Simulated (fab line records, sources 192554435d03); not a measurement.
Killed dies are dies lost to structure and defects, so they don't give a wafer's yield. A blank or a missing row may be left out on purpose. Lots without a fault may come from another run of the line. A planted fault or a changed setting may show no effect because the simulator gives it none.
fab line records | flow n5_finfet
record lots=5 wafers=15 last_day=17
route steps=1938 shown BEOL_M0@715
lots that met no fault: from a run of the same line without faults
start_h: hours from the record's first day to the start of the lot's first wafer shown | wait_h: hours since the lot's step before | " the same as in the row above | L1.1+2: a row that stands for several wafers | - no value, or no start given | * or withheld: withheld | < > ~ a bound
route shown NAME@n: a module of which the file shows steps, and the number in the route of the first | usual: mean/standard deviation of fault-free wafers | same: alike in all rows | chamber/n: place in a boat | sites: the reading at each site | _std_site: their standard deviation | _edge_site: outer sites' mean less inner sites' | radius_mm: how far each site lies from the wafer's centre | mask NAME#n: copy n | behind: the tool/chamber that last shaped the wafer | hold: why the lot was held/for how many hours/how that ended | device: the transistor (n, p or np) that didn't switch | end of line: the same wafers' tests at the end of the route | a step without rows: its recipe alone | killed: dies lost to structure and defects at the first sort, not the wafer's yield | map: a wafer's dies, x killed, . not, _ none there
set.NAME: the setting as run; set.NAME@STEP: as run at that earlier step | model.NAME: the simulator's own value behind a step, which no gauge read
lots at some steps of the route; a table a step, a row a wafer
services: from which hour (start_h, from the record's first day; less than 0 if before it) a tool's chamber was out of use, for how many hours, and why
## steps
# step N5_BEOL_M0_ETCH_138
# recipe chemistry=CH3F/O2 target_depth_a=120 target=SiCN time_s=31.6 ion_energy_ev=120 pressure_mtorr=30 source_w=395 bias_w=75 Ar_flow_sccm=150 CH3F_flow_sccm=30 O2_flow_sccm=20 ends=cleared
# usual drypump_motor_current_A=5.59/0.29 etch_rf_on_time_s=29.6/1 oes_product_au=0.68/0.072 rf_vpp_V=296.8/1.3 showerhead_plenum_p_Torr=1.96/0.054 throttle_valve_pct=16.32/0.25
# columns lot.wafer tool chamber start_h wait_h drypump_motor_current_A etch_rf_on_time_s oes_product_au rf_hours_counter_h rf_vpp_V showerhead_plenum_p_Torr throttle_valve_pct
L074.1 rie_diel-06 1 118.14 0.0 5.41 29.6 0.80 16 297.2 2.05 16.15
L074.2 " 3 " " 5.92 29.5 0.60 199 294.8 1.90 16.54
L074.6 " 1 " " 5.40 29.6 0.81 - 299.2 2.05 16.14
L085.1 rie_diel-03 2 178.56 0.0 5.69 30.0 0.76 44 297.4 2.04 16.11
L085.4 " 3 " " 5.96 30.9 0.62 164 297.6 1.98 16.19
L085.5 " 3 " " 5.95 31.4 0.62 - 299.2 1.98 16.20
L086.2 rie_diel-06 0 193.96 0.0 6.02 30.6 0.73 40 296.1 1.93 15.99
L086.5 " 1 " " 5.41 29.5 0.75 - 297.5 2.04 16.19
L086.6 " 0 " " 6.04 31.0 0.72 - 296.6 1.93 15.97
L089.1 rie_diel-03 3 208.24 0.0 5.95 30.5 0.61 177 297.6 1.97 16.21
L089.3 " 2 " " 5.72 29.6 0.75 58 297.6 2.03 16.13
L089.4 " 1 " " 5.23 32.6 0.67 125 297.0 1.91 16.18
L097.1 rie_diel-02 1 250.27 0.0 5.21 29.1 0.63 155 295.1 1.94 16.89
L097.3 " 3 " " 5.73 28.4 0.75 36 295.2 1.95 16.18
L097.4 " 1 " " 5.19 29.2 0.63 - 296.1 1.94 16.89
# step N5_BEOL_M0_HM_OPEN_105
# recipe chemistry=Cl2/BCl3 target_depth_a=120 target=TiN ion_energy_ev=150 pressure_mtorr=10 icp_w=1000 bias_w=126 Cl2_flow_sccm=53.25 bcl3_flow_sccm=21.75 Ar_flow_sccm=25
# usual drypump_motor_current_A=5.5/0.48 oes_product_au=0.81/0.13 throttle_valve_pct=22.16/0.21
# columns lot.wafer tool chamber start_h wait_h drypump_motor_current_A oes_product_au rf_hours_counter_h throttle_valve_pct
L074.1 rie_metal-02 1 118.81 0.6 4.7 0.67 94 22.42
L074.2 " 1 " " 4.7 0.67 - 22.44
L074.6 " 1 " " 4.7 0.67 - 22.44
L085.1 rie_metal-01 1 178.66 0.1 5.8 0.87 17 22.02
L085.4 " 1 " " 5.8 0.87 - 22.04
L085.5 " 0 " " 5.6 1.00 - 22.05
L086.2 rie_metal-02 0 195.92 1.9 5.6 0.90 6 22.01
L086.5 " 1 " " 4.7 0.66 - 22.46
L086.6 " 0 " " 5.5 0.91 - 22.00
L089.1 rie_metal-03 0 208.34 0.1 6.0 0.68 84 22.33
L089.3 " 1 " " 6.0 0.90 - 21.84
L089.4 " 0 " " 6.0 0.69 - 22.34
L097.1 rie_metal-02 0 253.42 3.1 5.6 0.89 10 22.02
L097.3 " 0 " " 5.6 0.90 - 22.00
L097.4 " 1 " " 4.7 0.65 - 22.46
# step N5_BEOL_M0_STRIP_140
# recipe chemistry=CF4 resist=SiARC power_w=300 bias_power_w=75 pressure_mtorr=50 cf4_flow_sccm=150 rf_frequency_hz=6e+07
# usual drypump_motor_current_A=5.61/0.29 oes_product_au=0.78/0.082 rf_vpp_V=270.7/1.7 showerhead_plenum_p_Torr=1.77/0.043 throttle_valve_pct=13.63/0.25
# columns lot.wafer tool chamber start_h wait_h drypump_motor_current_A oes_product_au rf_hours_counter_h rf_vpp_V showerhead_plenum_p_Torr throttle_valve_pct
L074.1 rie_diel-06 3 119.14 0.3 5.92 0.70 199 270.6 1.72 13.84
L074.2 " 2 " " 5.52 0.86 56 271.1 1.83 13.41
L074.6 " 0 " " 6.05 0.90 - 272.7 1.76 13.29
L085.1 rie_diel-02 2 179.12 0.4 5.71 0.70 215 268.4 1.79 13.87
L085.4 " 0 " " 5.67 0.72 213 269.4 1.72 13.90
L085.5 " 2 " " 5.68 0.70 - 269.8 1.79 13.87
L086.2 rie_diel-02 1 196.09 0.1 5.18 0.74 139 267.4 1.72 13.92
L086.5 " 0 " " 5.70 0.71 - 268.3 1.72 13.92
L086.6 " 1 " " 5.19 0.74 - 271.7 1.72 13.95
L089.1 rie_diel-03 3 208.51 0.1 5.94 0.73 177 270.6 1.77 13.51
L089.3 " 0 " " 5.08 0.67 250 273.6 1.84 13.65
L089.4 " 1 " " 5.22 0.78 125 268.2 1.73 13.54
L097.1 rie_diel-02 3 253.59 0.1 5.68 0.86 38 270.8 1.75 13.39
L097.3 " 1 " " 5.24 0.73 156 269.1 1.72 14.00
L097.4 " 2 " " 5.72 0.67 243 269.6 1.78 13.94
# step N5_BEOL_M0_STRIP_104
# recipe chemistry=N2/H2 power_w=450 temp_c=40 pressure_mtorr=20 rf_frequency_hz=6e+07 overash_fraction=0.3 bias_power_w=7 h2_frac=0.5 n2_flow_sccm=200 h2_flow_sccm=200
# usual drypump_motor_current_A=5.62/0.3 oes_product_au=0.79/0.087 rf_vpp_V=59.1/1.6 showerhead_plenum_p_Torr=2.50/0.066 throttle_valve_pct=23.8/0.46
# columns lot.wafer tool chamber start_h wait_h drypump_motor_current_A oes_product_au rf_hours_counter_h rf_vpp_V showerhead_plenum_p_Torr throttle_valve_pct
L074.1 rie_diel-06 3 119.16 0.0 5.92 0.69 199 58.1 2.41 23.5
L074.2 " 2 " " 5.53 0.88 56 57.3 2.60 24.2
L074.6 " 0 " " 6.04 0.91 - 55.5 2.48 23.1
L085.1 rie_diel-02 2 179.14 0.0 5.68 0.71 215 58.8 2.50 24.2
L085.4 " 0 " " 5.71 0.71 213 58.4 2.44 24.4
L085.5 " 2 " " 5.71 0.69 - 59.1 2.50 24.1
L086.2 rie_diel-02 1 196.11 0.0 5.22 0.74 139 59.3 2.45 24.1
L086.5 " 0 " " 5.68 0.71 - 58.5 2.44 24.4
L086.6 " 1 " " 5.18 0.75 - 59.1 2.45 24.2
L089.1 rie_diel-03 3 208.53 0.0 5.89 0.73 177 57.2 2.52 23.6
L089.3 " 0 " " 5.11 0.68 250 62.2 2.61 23.5
L089.4 " 1 " " 5.24 0.79 125 59.0 2.41 23.2
L097.1 rie_diel-02 3 253.61 0.0 5.73 0.88 38 59.2 2.51 24.1
L097.3 " 1 " " 5.19 0.73 156 60.2 2.44 24.2
L097.4 " 2 " " 5.71 0.68 243 58.6 2.49 24.2
# step N5_BEOL_M0_WET_ETCH_106
# recipe chemistry=DHF dilution=10:1 temp_c=25 target=SiO2 target_depth_a=1300 dry=ipa_marangoni rinse_time_s=30 rinse_temp_c=23
# columns lot.wafer tool chamber start_h wait_h
L074.1+2+6 wet_bench-05 5,4,1 119.23 -
L085.1+4+5 wet_bench-02 7,4,5 179.21 -
L086.2+5+6 wet_bench-01 2,6,3 196.17 -
L089.1+3+4 wet_bench-01 6,1,3 208.60 -
L097.1+3+4 wet_bench-01 2,0,1 253.68 -
# step N5_BEOL_M0_ETCH_128
# recipe chemistry=CF4/N2 target_depth_a=120 overetch_a=51 target=SiCN time_s=21.4 ion_energy_ev=150 pressure_mtorr=40 source_w=430 bias_w=70 Ar_flow_sccm=100 cf4_flow_sccm=60 n2_flow_sccm=60
# usual drypump_motor_current_A=5.60/0.28 oes_product_au=0.55/0.058 rf_vpp_V=381.5/1.7 showerhead_plenum_p_Torr=2.17/0.056 throttle_valve_pct=15.46/0.25
# columns lot.wafer tool chamber start_h wait_h drypump_motor_current_A oes_product_au rf_hours_counter_h rf_vpp_V showerhead_plenum_p_Torr throttle_valve_pct
L074.1 rie_diel-06 1 119.29 0.0 5.43 0.65 16 384.0 2.25 15.24
L074.2 " 2 " " 5.53 0.59 56 381.6 2.25 15.29
L074.6 " 2 " " 5.53 0.61 - 383.0 2.25 15.29
L085.1 rie_diel-02 1 180.09 0.9 5.24 0.52 132 381.8 2.14 15.92
L085.4 " 3 " " 5.77 0.64 11 381.7 2.17 15.26
L085.5 " 0 " " 5.69 0.51 - 379.3 2.10 15.70
L086.2 rie_diel-06 0 196.23 0.0 6.02 0.60 40 379.1 2.14 15.12
L086.5 " 1 " " 5.41 0.61 - 381.2 2.25 15.30
L086.6 " 0 " " 6.03 0.60 - 381.8 2.14 15.14
L089.1 rie_diel-03 2 208.65 0.0 5.69 0.60 58 382.9 2.24 15.23
L089.3 " 3 " " 5.89 0.50 177 382.7 2.18 15.38
L089.4 " 0 " " 5.10 0.49 250 384.7 2.27 15.45
L097.1 rie_diel-02 2 253.75 0.0 5.71 0.47 243 383.3 2.16 15.70
L097.3 " 0 " " 5.72 0.49 237 379.0 2.09 15.75
L097.4 " 3 " " 5.74 0.60 38 379.9 2.16 15.31
# step N5_BEOL_M0_TRENCH_ETCH_107
# recipe chemistry=C4F6/O2 target_depth_a=328 target=SiOC time_s=16.4 ion_energy_ev=250 pressure_mtorr=30 source_w=355 bias_w=185 Ar_flow_sccm=300 C4F6_flow_sccm=10 O2_flow_sccm=10
# usual C4F6_flow_sccm=10.00/0.031 drypump_motor_current_A=5.61/0.28 oes_o_777_au=0.79/0.084 oes_product_au=0.79/0.087 rf_vpp_V=663/21 showerhead_plenum_p_Torr=2.80/0.077 throttle_valve_pct=20.87/0.28
# columns lot.wafer tool chamber start_h wait_h C4F6_flow_sccm drypump_motor_current_A oes_o_777_au oes_product_au rf_hours_counter_h rf_vpp_V showerhead_plenum_p_Torr throttle_valve_pct
L074.1 rie_diel-06 1 119.33 0.0 10.01 5.43 0.96 0.94 16 662 2.91 20.76
L074.2 " 2 " " 9.96 5.52 0.90 0.88 56 648 2.89 20.82
L074.6 " 2 " " 9.96 5.52 0.89 0.88 - 649 2.90 20.80
L085.1 rie_diel-02 1 180.13 0.0 10.02 5.23 0.74 0.76 132 689 2.78 21.53
L085.4 " 3 " " 9.98 5.73 0.91 0.95 11 680 2.80 20.77
L085.5 " 0 " " 10.07 5.68 0.71 0.71 - 625 2.69 20.99
L086.2 rie_diel-06 0 196.27 0.0 10.04 6.01 0.86 0.84 40 665 2.75 20.45
L086.5 " 1 " " 9.99 5.41 0.91 0.89 - 663 2.90 20.78
L086.6 " 0 " " 10.04 6.00 0.85 0.84 - 666 2.75 20.46
L089.1 rie_diel-03 2 208.70 0.0 9.98 5.71 0.82 0.87 58 692 2.89 20.71
L089.3 " 3 " " 10.05 5.91 0.65 0.72 177 653 2.81 20.72
L089.4 " 0 " " 10.03 5.09 0.68 0.69 250 675 2.93 20.81
L097.1 rie_diel-02 2 253.79 0.0 10.06 5.71 0.69 0.69 243 651 2.77 20.95
L097.3 " 0 " " 10.04 5.69 0.69 0.68 237 625 2.68 21.00
L097.4 " 3 " " 9.99 5.75 0.85 0.88 38 680 2.78 20.81
# step N5_BEOL_M0_STRIP_142
# recipe chemistry=N2/H2 time_s=10 power_w=450 temp_c=40 pressure_mtorr=20 rf_frequency_hz=6e+07 bias_power_w=7 n2_flow_sccm=200 h2_flow_sccm=200
# usual drypump_motor_current_A=5.61/0.28 oes_product_au=0.79/0.088 rf_vpp_V=58.9/0.85 showerhead_plenum_p_Torr=2.50/0.066 throttle_valve_pct=23.8/0.46
# columns lot.wafer tool chamber start_h wait_h drypump_motor_current_A oes_product_au rf_hours_counter_h rf_vpp_V showerhead_plenum_p_Torr throttle_valve_pct
L074.1 rie_diel-06 1 119.35 0.0 5.41 0.93 16 59.7 2.60 23.4
L074.2 " 2 " " 5.53 0.88 56 59.4 2.60 24.2
L074.6 " 2 " " 5.53 0.89 - 58.9 2.60 24.2
L085.1 rie_diel-02 1 180.15 0.0 5.24 0.74 132 58.1 2.45 24.2
L085.4 " 3 " " 5.75 0.94 11 59.4 2.52 24.1
L085.5 " 0 " " 5.69 0.71 - 58.7 2.44 24.4
L086.2 rie_diel-06 0 196.30 0.0 6.01 0.86 40 59.5 2.47 23.2
L086.5 " 1 " " 5.42 0.89 - 58.4 2.59 23.5
L086.6 " 0 " " 6.02 0.87 - 59.7 2.47 23.2
L089.1 rie_diel-03 2 208.72 0.0 5.70 0.89 58 59.9 2.56 23.2
L089.3 " 3 " " 5.93 0.74 177 59.5 2.52 23.6
L089.4 " 0 " " 5.12 0.68 250 59.8 2.61 23.4
L097.1 rie_diel-02 2 253.81 0.0 5.68 0.70 243 60.7 2.49 24.2
L097.3 " 0 " " 5.68 0.68 237 58.9 2.43 24.4
L097.4 " 3 " " 5.74 0.88 38 58.0 2.51 24.1
# step N5_BEOL_M0_OCD_MEAS_108
# usual trench_depth_nm=32.5/0.83
# columns lot.wafer tool chamber start_h wait_h trench_depth_nm
L074.1 ocd-02 - 119.44 0.1 33.8
L074.2 " - " " 33.3
L074.6 " - " " 33.5
L085.1 ocd-01 - 180.23 0.1 32.9
L085.4 " - " " 33.5
L085.5 " - " " 31.0
L086.2 ocd-02 - 196.38 0.1 31.7
L086.5 " - " " 33.0
L086.6 " - " " 31.7
L089.1 ocd-01 - 208.80 0.1 32.6
L089.3 " - " " 31.9
L089.4 " - " " 33.2
L097.1 ocd-02 - 253.89 0.1 32.4
L097.3 " - " " 29.8
L097.4 " - " " 33.2
# step N5_BEOL_M0_HM_STRIP_129
# recipe chemistry=peroxide_tin_strip material=TiN target_depth_a=170 temp_c=50 time_s=108
# columns lot.wafer tool chamber start_h wait_h
L074.1+2+6 wet_bench-01 7,2,3 119.47 0.0
L085.1+4+5 wet_bench-05 5,1,6 180.27 0.0
L086.2+5+6 wet_bench-05 7,3,4 196.41 0.0
L089.1+3+4 wet_bench-01 3,6,2 208.83 0.0
L097.1+3+4 wet_bench-01 4,0,6 253.93 0.0
# step N5_BEOL_M0_SRD_130
# recipe time_s=30 temp_c=23 rinse_liquid=diw dry=ipa_marangoni
# columns lot.wafer tool chamber start_h wait_h
L074.1+2+6 wet_bench-01 7,2,3 119.51 0.0
L085.1+4+5 wet_bench-05 5,1,6 180.30 0.0
L086.2+5+6 wet_bench-05 7,3,4 196.44 0.0
L089.1+3+4 wet_bench-01 3,6,2 208.86 0.0
L097.1+3+4 wet_bench-01 4,0,6 253.96 0.0
# step N5_BEOL_M0_ETCH_109
# recipe chemistry=CH3F/O2 target_depth_a=80 overetch_a=24 target=SiCN time_s=27.4 ion_energy_ev=120 pressure_mtorr=30 source_w=395 bias_w=75 Ar_flow_sccm=150 CH3F_flow_sccm=30 O2_flow_sccm=20
# usual drypump_motor_current_A=5.58/0.29 oes_product_au=0.67/0.068 rf_vpp_V=296.8/1.4 showerhead_plenum_p_Torr=1.97/0.053 throttle_valve_pct=16.32/0.24
# columns lot.wafer tool chamber start_h wait_h drypump_motor_current_A oes_product_au rf_hours_counter_h rf_vpp_V showerhead_plenum_p_Torr throttle_valve_pct
L074.1 rie_diel-06 3 119.55 0.0 5.92 0.61 199 296.1 1.90 16.54
L074.2 " 1 " " 5.42 0.79 16 298.9 2.05 16.16
L074.6 " 3 " " 5.92 0.60 - 295.1 1.90 16.53
L085.1 rie_diel-03 0 182.35 2.0 5.10 0.58 239 298.5 2.06 16.30
L085.4 " 1 " " 5.21 0.69 113 294.6 1.92 16.13
L085.5 " 3 " " 5.87 0.62 - 298.1 1.98 16.21
L086.2 rie_diel-03 3 196.56 0.1 5.91 0.64 172 296.5 1.98 16.20
L086.5 " 2 " " 5.72 0.77 - 298.3 2.04 16.14
L086.6 " 3 " " 5.90 0.64 - 296.6 1.98 16.21
L089.1 rie_diel-06 1 208.91 0.0 5.42 0.74 43 297.6 2.04 16.20
L089.3 " 3 " " 5.92 0.59 225 296.0 1.89 16.58
L089.4 " 2 " " 5.53 0.71 83 298.0 2.03 16.24
L097.1 rie_diel-06 0 254.01 0.0 6.01 0.72 61 296.1 1.93 16.02
L097.3 " 1 " " 5.41 0.73 59 298.7 2.03 16.22
L097.4 " 1 " " 5.41 0.72 - 297.1 2.03 16.24
# step N5_BEOL_M0_STRIP_139
# recipe chemistry=post_etch_residue_remover time_s=60 temp_c=25 remover_ph=withheld remover_water_wt_pct=withheld remover_fluoride_wt_pct=withheld
# columns lot.wafer tool chamber start_h wait_h
L074.1+2+6 wet_bench-01 0,4,7 119.65 0.1
L085.1+4+5 wet_bench-05 0,7,5 182.46 0.1
L086.2+5+6 wet_bench-01 6,5,4 196.66 0.1
L089.1+3+4 wet_bench-05 7,2,1 209.01 0.1
L097.1+3+4 wet_bench-01 4,5,6 254.12 0.1
# step N5_BEOL_M0_SRD_111
# recipe time_s=30 temp_c=23 rinse_liquid=diw dry=ipa_marangoni
# columns lot.wafer tool chamber start_h wait_h
L074.1+2+6 wet_bench-01 0,4,7 119.67 0.0
L085.1+4+5 wet_bench-05 0,7,5 182.48 0.0
L086.2+5+6 wet_bench-01 6,5,4 196.68 0.0
L089.1+3+4 wet_bench-05 7,2,1 209.03 0.0
L097.1+3+4 wet_bench-01 4,5,6 254.14 0.0
# step N5_BEOL_M0_DEGAS_112
# recipe ambient=vacuum temp_c=250 time_s=60
# usual heater_power_w=330/14
# columns lot.wafer tool chamber start_h wait_h heater_power_w
L074.1 pvd_sputter-02 - 120.02 0.3 296
L074.2 " - " " 338
L074.6 " - " " 315
L085.1 pvd_sputter-01 - 184.27 1.8 336
L085.4 " - " " 329
L085.5 " - " " 320
L086.2 pvd_sputter-02 - 197.12 0.4 327
L086.5 " - " " 329
L086.6 " - " " 359
L089.1 pvd_sputter-01 - 209.55 0.5 322
L089.3 " - " " 345
L089.4 " - " " 324
L097.1 pvd_sputter-01 - 254.38 0.2 340
L097.3 " - " " 324
L097.4 " - " " 318
# step N5_BEOL_M0_PRE_CLEAN_113
# recipe gas=H2/He time_s=30 temp_c=250
# usual heater_power_w=329/14
# columns lot.wafer tool chamber start_h wait_h heater_power_w
L074.1 pvd_sputter-02 - 120.06 0.0 310
L074.2 " - " " 335
L074.6 " - " " 334
L085.1 pvd_sputter-01 - 184.31 0.0 335
L085.4 " - " " 326
L085.5 " - " " 326
L086.2 pvd_sputter-02 - 197.16 0.0 327
L086.5 " - " " 333
L086.6 " - " " 355
L089.1 pvd_sputter-01 - 209.59 0.0 317
L089.3 " - " " 339
L089.4 " - " " 320
L097.1 pvd_sputter-01 - 254.43 0.0 342
L097.3 " - " " 328
L097.4 " - " " 331
# step N5_BEOL_M0_ALD_136
# recipe material=TaN target_thk_a=* temp_c=275 ald_precursor_family=PDMAT ald_co_reactant=NH3 pressure_torr=3 carrier_flow_sccm=1500 pulse_time_s=2 purge_time_s=3 co_reactant_purge_time_s=2 co_reactant_pulse_time_s=3 ald_cycles=30 precursor_vessel_temp_c=75 precursor_vessel_pressure_torr=26.25 precursor_vessel_carrier_sccm=1000
# usual heater_power_w=413/48
# same purge_time_s=3
# columns lot.wafer tool chamber start_h wait_h heater_power_w
L074.1 ald_metal-01 3 120.12 0.0 432
L074.2 " 1 " " 363
L074.6 " 1 " " 357
L085.1 ald_metal-02 3 184.41 0.1 408
L085.4 " 0 " " 414
L085.5 " 2 " " 392
L086.2 ald_metal-02 3 197.23 0.0 411
L086.5 " 0 " " 412
L086.6 " 3 " " 411
L089.1 ald_metal-01 1 209.69 0.1 357
L089.3 " 0 " " 359
L089.4 " 2 " " 370
L097.1 ald_metal-03 3 254.49 0.0 444
L097.3 " 2 " " 504
L097.4 " 1 " " 516
# step N5_BEOL_M0_SURFACE_TREAT_137
# recipe gas=Ar time_s=* ion_energy_ev=* ion_current_ma_cm2=0.5 pressure_mtorr=* ar_flow_sccm=30
# usual ar_flow_sccm=30.00/0.087 throttle_valve_pct=*
# columns lot.wafer tool chamber start_h wait_h ar_flow_sccm throttle_valve_pct
L074.1 pvd_sputter-02 - 120.35 0.1 30.17 *
L074.2 " - " " 29.97 *
L074.6 " - " " 30.22 *
L085.1 pvd_sputter-01 - 184.65 0.1 30.01 *
L085.4 " - " " 30.03 *
L085.5 " - " " 30.06 *
L086.2 pvd_sputter-02 - 197.56 0.2 30.06 *
L086.5 " - " " 29.98 *
L086.6 " - " " 30.05 *
L089.1 pvd_sputter-02 - 210.06 0.3 29.90 *
L089.3 " - " " 30.07 *
L089.4 " - " " 30.00 *
L097.1 pvd_sputter-01 - 254.74 0.1 29.98 *
L097.3 " - " " 29.99 *
L097.4 " - " " 30.04 *
# step N5_BEOL_M0_CVD_115
# recipe material=Co target_thk_a=* temp_c=withheld precursor=CCTBA/H2 pressure_torr=30 time_s=120
# columns lot.wafer tool chamber start_h wait_h
L074.1+2+6 cvd_co-01 2,0,2 120.45 0.1
L085.1+4+5 cvd_co-01 0,2,0 184.73 0.1
L086.2+5+6 cvd_co-02 2,2,1 197.84 0.3
L089.1+3+4 cvd_co-01 1,0,2 210.12 0.0
L097.1+3+4 cvd_co-02 2,0,1 254.95 0.2
# step N5_BEOL_M0_SPUTTER_116
# recipe material=Cu target_thk_a=40 temp_c=-20 chamber_pressure_pa=0.07 power_w=withheld time_s=7.37
# usual substrate_temp_c=-19.98/0.1 throttle_valve_pct=29.7/0.72
# columns lot.wafer tool chamber start_h wait_h substrate_temp_c throttle_valve_pct
L074.1 pvd_sputter-03 - 120.84 0.4 -19.96 30.5
L074.2 " - " " -20.15 30.3
L074.6 " - " " -20.33 30.4
L085.1 pvd_sputter-02 - 184.87 0.1 -19.85 28.4
L085.4 " - " " -20.02 29.8
L085.5 " - " " -19.99 28.7
L086.2 pvd_sputter-02 - 198.06 0.2 -20.00 30.2
L086.5 " - " " -19.97 30.1
L086.6 " - " " -19.94 29.4
L089.1 pvd_sputter-02 - 210.28 0.1 -19.77 28.6
L089.3 " - " " -20.22 29.5
L089.4 " - " " -19.87 30.3
L097.1 pvd_sputter-02 - 255.17 0.2 -20.05 28.7
L097.3 " - " " -20.07 30.2
L097.4 " - " " -19.96 29.3
# step N5_BEOL_M0_ANNEAL_117
# recipe temp_c=400 time_s=60 ambient=vacuum
# usual heater_power_w=825/39 susceptor_temp_C_max=400.9/0.35
# columns lot.wafer tool chamber start_h wait_h heater_power_w susceptor_temp_C_max
L074.1 pvd_sputter-03 - 120.92 0.0 885 400.8
L074.2 " - " " 846 400.7
L074.6 " - " " 844 400.8
L085.1 pvd_sputter-02 - 184.95 0.0 875 401.3
L085.4 " - " " 759 400.5
L085.5 " - " " 864 401.2
L086.2 pvd_sputter-02 - 198.14 0.0 763 400.6
L086.5 " - " " 737 400.8
L086.6 " - " " 819 401.0
L089.1 pvd_sputter-02 - 210.36 0.0 856 400.8
L089.3 " - " " 807 401.6
L089.4 " - " " 817 401.1
L097.1 pvd_sputter-02 - 255.25 0.0 882 401.1
L097.3 " - " " 753 400.8
L097.4 " - " " 839 401.1
# step N5_BEOL_M0_SPUTTER_132
# recipe material=Cu target_thk_a=40 temp_c=-20 chamber_pressure_pa=0.07 power_w=withheld time_s=7.37
# usual substrate_temp_c=-19.99/0.11 throttle_valve_pct=29.7/0.72
# columns lot.wafer tool chamber start_h wait_h substrate_temp_c throttle_valve_pct
L074.1 pvd_sputter-03 - 120.96 0.0 -19.93 31.2
L074.2 " - " " -20.26 30.8
L074.6 " - " " -20.09 30.5
L085.1 pvd_sputter-02 - 184.99 0.0 -20.05 28.6
L085.4 " - " " -20.11 30.3
L085.5 " - " " -20.19 28.8
L086.2 pvd_sputter-02 - 198.18 0.0 -20.06 30.0
L086.5 " - " " -19.98 29.9
L086.6 " - " " -19.85 29.3
L089.1 pvd_sputter-02 - 210.40 0.0 -19.89 28.6
L089.3 " - " " -19.86 29.6
L089.4 " - " " -20.23 30.5
L097.1 pvd_sputter-02 - 255.29 0.0 -19.99 28.5
L097.3 " - " " -20.04 30.0
L097.4 " - " " -20.12 29.6
# step N5_BEOL_M0_ANNEAL_133
# recipe temp_c=400 time_s=60 ambient=vacuum
# usual heater_power_w=825/41 susceptor_temp_C_max=400.9/0.4
# columns lot.wafer tool chamber start_h wait_h heater_power_w susceptor_temp_C_max
L074.1 pvd_sputter-03 - 121.04 0.0 873 401.2
L074.2 " - " " 839 400.5
L074.6 " - " " 820 400.9
L085.1 pvd_sputter-02 - 185.07 0.0 860 400.6
L085.4 " - " " 750 400.9
L085.5 " - " " 878 400.9
L086.2 pvd_sputter-02 - 198.26 0.0 758 400.6
L086.5 " - " " 759 400.6
L086.6 " - " " 815 401.5
L089.1 pvd_sputter-02 - 210.48 0.0 879 401.2
L089.3 " - " " 837 402.0
L089.4 " - " " 839 401.1
L097.1 pvd_sputter-02 - 255.37 0.0 858 401.1
L097.3 " - " " 743 400.5
L097.4 " - " " 832 401.7
# step N5_BEOL_M0_SPUTTER_134
# recipe material=Cu target_thk_a=40 temp_c=-20 chamber_pressure_pa=0.07 power_w=withheld time_s=7.37
# usual substrate_temp_c=-19.99/0.11 throttle_valve_pct=29.7/0.73
# columns lot.wafer tool chamber start_h wait_h substrate_temp_c throttle_valve_pct
L074.1 pvd_sputter-03 - 121.08 0.0 -20.32 31.3
L074.2 " - " " -20.11 30.6
L074.6 " - " " -20.17 30.5
L085.1 pvd_sputter-02 - 185.11 0.0 -19.96 28.6
L085.4 " - " " -20.00 30.0
L085.5 " - " " -20.10 28.8
L086.2 pvd_sputter-02 - 198.30 0.0 -19.95 30.0
L086.5 " - " " -19.87 30.0
L086.6 " - " " -19.87 29.6
L089.1 pvd_sputter-02 - 210.52 0.0 -19.91 28.5
L089.3 " - " " -20.18 29.6
L089.4 " - " " -19.85 30.6
L097.1 pvd_sputter-02 - 255.41 0.0 -19.90 28.4
L097.3 " - " " -19.94 29.9
L097.4 " - " " -19.90 29.4
# step N5_BEOL_M0_ANNEAL_135
# recipe temp_c=400 time_s=60 ambient=vacuum
# usual heater_power_w=824/39 susceptor_temp_C_max=400.9/0.35
# columns lot.wafer tool chamber start_h wait_h heater_power_w susceptor_temp_C_max
L074.1 pvd_sputter-03 - 121.16 0.0 884 401.0
L074.2 " - " " 824 400.9
L074.6 " - " " 820 400.8
L085.1 pvd_sputter-02 - 185.19 0.0 897 400.9
L085.4 " - " " 727 400.9
L085.5 " - " " 869 400.9
L086.2 pvd_sputter-02 - 198.38 0.0 752 401.2
L086.5 " - " " 743 400.5
L086.6 " - " " 823 401.6
L089.1 pvd_sputter-02 - 210.60 0.0 870 400.9
L089.3 " - " " 824 401.1
L089.4 " - " " 826 401.1
L097.1 pvd_sputter-02 - 255.49 0.0 845 400.7
L097.3 " - " " 756 400.6
L097.4 " - " " 823 401.4
# step N5_BEOL_M0_SPUTTER_141
# recipe material=Cu target_thk_a=40 temp_c=-20 chamber_pressure_pa=0.07 power_w=withheld time_s=7.37
# usual substrate_temp_c=-20.02/0.11 throttle_valve_pct=29.7/0.72
# columns lot.wafer tool chamber start_h wait_h substrate_temp_c throttle_valve_pct
L074.1 pvd_sputter-03 - 121.20 0.0 -19.97 31.2
L074.2 " - " " -20.01 30.3
L074.6 " - " " -19.87 30.3
L085.1 pvd_sputter-02 - 185.23 0.0 -19.96 28.7
L085.4 " - " " -19.85 29.9
L085.5 " - " " -19.89 28.4
L086.2 pvd_sputter-02 - 198.42 0.0 -19.96 30.1
L086.5 " - " " -19.97 30.2
L086.6 " - " " -20.10 29.4
L089.1 pvd_sputter-02 - 210.64 0.0 -20.20 28.4
L089.3 " - " " -20.00 29.5
L089.4 " - " " -20.01 30.3
L097.1 pvd_sputter-02 - 255.53 0.0 -20.06 28.7
L097.3 " - " " -20.02 30.1
L097.4 " - " " -20.00 29.4
# step N5_BEOL_M0_ECD_118
# recipe material=Cu target_thk_a=3000
# columns lot.wafer tool chamber start_h wait_h
L074.1+2+6 ecd_cu-02 1,0,1 121.32 0.1
L085.1+4+5 ecd_cu-01 1 185.34 0.1
L086.2+5+6 ecd_cu-02 1,1,0 198.54 0.1
L089.1+3+4 ecd_cu-02 1,1,0 210.76 0.1
L097.1+3+4 ecd_cu-01 0,1,0 255.65 0.1
## services
# columns tool chamber start_h hours kind
cvd_co-02 0 104.88 5.6 repair
rie_diel-02 1 112.26 2.7 repair
cvd_co-01 - 129.85 14.6 pm
pvd_sputter-01 - 131.36 1.3 repair
ald_metal-02 2 133.25 9.4 repair
ald_metal-01 - 136.63 1.8 repair
rie_diel-06 3 143.16 8.3 repair
cvd_co-02 - 149.86 1.0 repair
ald_metal-01 - 155.45 6.0 pm
ald_metal-01 - 161.45 2.8 pm
ecd_cu-02 - 166.90 9.3 pm
rie_diel-06 - 174.34 14.6 pm
rie_diel-02 - 198.01 0.6 repair
ald_metal-02 - 199.16 4.3 pm
rie_diel-02 1 204.08 6.8 repair
ecd_cu-02 - 205.79 1.1 repair
ald_metal-02 3 207.40 16.6 repair
rie_diel-02 - 223.96 2.3 repair
rie_diel-03 2 228.06 8.4 repair
ecd_cu-02 - 234.98 2.4 repair
rie_diel-06 2 235.93 8.0 repair
cvd_co-01 - 237.63 2.8 pm
rie_diel-02 0 246.25 4.4 repair
rie_diel-06 3 253.06 2.6 repair
## key
fault none
